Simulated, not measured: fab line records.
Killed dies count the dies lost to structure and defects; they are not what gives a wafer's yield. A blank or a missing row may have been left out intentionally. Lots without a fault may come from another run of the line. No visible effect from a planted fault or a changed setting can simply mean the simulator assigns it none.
The same fault as seen by 2 desks || flow nandHarc || only its own numbers are on each desk; what lay behind them is given at the end

THE DEFECT DESK
Per lot, the means of the sampled wafers with a number show what the inspections along the route counted. If a lot's mean is further than 4 standard deviations from the usual mean, the lot is out of limits and carries the mark OUT (the distance appears in the brackets).
Columns: A = rawDefectCount at NHARC_A_CHANNEL_HOLE_D1_INSPECT_12, usual 5.5
{"lot": "L445", "first seen here": "day 8 20:24", "A": 4.3}
{"lot": "L446", "first seen here": "day 8 21:45", "A": 4.3}
{"lot": "L450", "first seen here": "day 9 07:46", "A": 5.7}
{"lot": "L451", "first seen here": "day 9 14:12", "A": 5.7}
{"lot": "L452", "first seen here": "day 9 14:26", "A": 4.7}
{"lot": "L453", "first seen here": "day 10 13:01", "A": 5.7}
{"lot": "L456", "first seen here": "day 10 13:10", "A": 3.0}
{"lot": "L454", "first seen here": "day 10 15:04", "A": 8.0}
{"lot": "L455", "first seen here": "day 10 18:32", "A": 3.3}
{"lot": "L457", "first seen here": "day 11 12:05", "A": 4.0}
{"lot": "L467", "first seen here": "day 13 15:39", "A": 7.3}
{"lot": "L468", "first seen here": "day 14 11:27", "A": 1.3}
Result from this desk: across the 12 lots, nothing is out of limits.

AT THE METROLOGY DESK
Means of the sampled wafers that have a number, per lot and without regard to the tool the lot ran on: this is what the gauges read. If a lot's mean is further than 4 standard deviations from the usual mean, the lot is out of limits and carries the mark OUT (the distance appears in the brackets).
Columns: A = thkNm at NHARC_A_ONON_D1_THK_MEAS_18, usual 1001 nm
{"lot": "L445", "first seen here": "day 8 12:56", "A": 1002}
{"lot": "L446", "first seen here": "day 8 13:16", "A": 997}
{"lot": "L450", "first seen here": "day 9 01:09", "A": 1003}
{"lot": "L451", "first seen here": "day 9 08:29", "A": 992}
{"lot": "L452", "first seen here": "day 9 08:29", "A": 1003}
{"lot": "L453", "first seen here": "day 10 05:38", "A": 995}
{"lot": "L456", "first seen here": "day 10 05:39", "A": 998}
{"lot": "L454", "first seen here": "day 10 05:59", "A": 1018}
{"lot": "L455", "first seen here": "day 10 09:16", "A": 990}
{"lot": "L457", "first seen here": "day 11 06:17", "A": "765 (-27) OUT"}
{"lot": "L467", "first seen here": "day 13 10:08", "A": 1004}
{"lot": "L468", "first seen here": "day 14 03:55", "A": 1008}
This desk finds L457 out of limits, L457 being first, at day 11 06:17 (thkNm at NHARC_A_ONON_D1_THK_MEAS_18). L445, L446, L450, L451, L452, L453, L456, L454, L455, L467, L468 stayed within limits.

TAKEN TOGETHER
An alarm was possible from the metrology desk at day 11 06:17, on L457.
Nothing out of limits was seen by the defect desk.
The defect desk has L457 on record, within its limits.
Of the lots named, all ran NHARC_A_ONON_D1_DEP_16 on pecvdOnon-02.

WHAT THE SIMULATOR HAD PUT IN
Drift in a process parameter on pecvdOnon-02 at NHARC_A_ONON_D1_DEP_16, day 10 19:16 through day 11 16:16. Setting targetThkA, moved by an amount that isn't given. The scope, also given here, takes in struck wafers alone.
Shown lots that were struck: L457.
Hours from the fault's start to each desk's first reading out of limits: the metrology desk, 11.
